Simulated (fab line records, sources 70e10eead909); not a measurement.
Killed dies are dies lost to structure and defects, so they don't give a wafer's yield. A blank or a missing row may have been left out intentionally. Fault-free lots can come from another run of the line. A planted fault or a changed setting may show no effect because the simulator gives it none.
Code-filled problem report in 8D (eight disciplines) form :: flow nand_harc :: the parts of the form that need people (team, actions taken, sign-off) are left out

## 1. PROBLEM STATEMENT
Mean of killed_dies at NHARC_END_SORT_01: 313 across 6 wafers in 2 lots; on wafers with no fault it is 31 (standard deviation 9.7). That is +29 standard deviations from the usual mean.
The first sign was on wafer L781.1 at day 24 05:40, on prober-01. The record has a number at this step for 6 wafers belonging to 2 lots. Rule for "out", or "out of limits": more than 4 standard deviations from the usual mean. The other wafers with a number count as sound.

## 2. WHAT IT IS, WHAT IT ISN'T
question: which readings at this step
is: killed_dies, killed_at_array
is not: killed_at_other, killed_at_periphery, killed_open, killed_short

question: which lots
is: L781, L783
is not: -

question: which wafers of those lots
is: all that have a number
is not: -

question: read on which gauges
is: prober-01
is not: -

question: when
is: from day 24 05:40
is not: up to then (0 sound wafers)

## 3. WHAT RULES OUT EACH SUSPECT
Counting: a tool stays on the suspect list if, at a process step up to the reading, it processed all lots that are out and no sound lot following the first of them.
- the gauge at NHARC_END_SORT_01: kept. All the wafers that are out were read on prober-01, and no step on other tools shows them out.
- cvd_w-02 at NHARC_A_WL_FILL_CVD_03 (deposits W, target thk 40 nm, time 3302 s): kept. It ran every lot that is out, first L781 (day 19 14:35), and no sound lot after that.
- rtp_anneal-02 at NHARC_A_M1_ANNEAL_31 (time 90 s): kept. It ran every lot that is out, first L781 (day 22 13:19), and no sound lot after that.
After the count, these remain: cvd_w-02 at NHARC_A_WL_FILL_CVD_03, rtp_anneal-02 at NHARC_A_M1_ANNEAL_31 and prober-01 at NHARC_END_SORT_01.

## 4. THE CAUSE (what the simulator had put in)
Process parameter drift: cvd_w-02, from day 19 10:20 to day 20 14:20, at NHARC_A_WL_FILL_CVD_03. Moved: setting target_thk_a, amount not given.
This tool is one of the 3 suspects left after counting.

## 5. SEQUENCE OF EFFECTS, ordered by route
Each row: a reading where the mean over the struck wafers with a number is more than 3 standard deviations away from the usual. Only readings for which the record gives a usual standard deviation are gone through. hours: the time from each lot's start at the first step in this table that gives one to its start at this step, as a median over the lots. sigmas: the change in usual standard deviations.
hours: 0
step: NHARC_END_SORT_01
reading: killed_at_array
usual: 26
on struck wafers: 310
change: +284
sigmas: +29

hours: 0
step: NHARC_END_SORT_01
reading: killed_dies
usual: 31
on struck wafers: 313
change: +282
sigmas: +29

## 6. WHAT WOULD HAVE CAUGHT IT SOONER
Counted from the fault's start at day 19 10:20, it took 115 hours until the first out-of-limits reading at a measuring or inspecting step in this record, taken at day 24 05:40.
No tool reading at NHARC_A_WL_FILL_CVD_03 that has a usual standard deviation in the record was out on any struck wafer, so an alarm limit of 4 standard deviations on those readings would not have fired.
Lots out: 2; all had begun NHARC_A_WL_FILL_CVD_03 on cvd_w-02 by day 24 05:40. A hold on the tool at that time would have spared none of them.
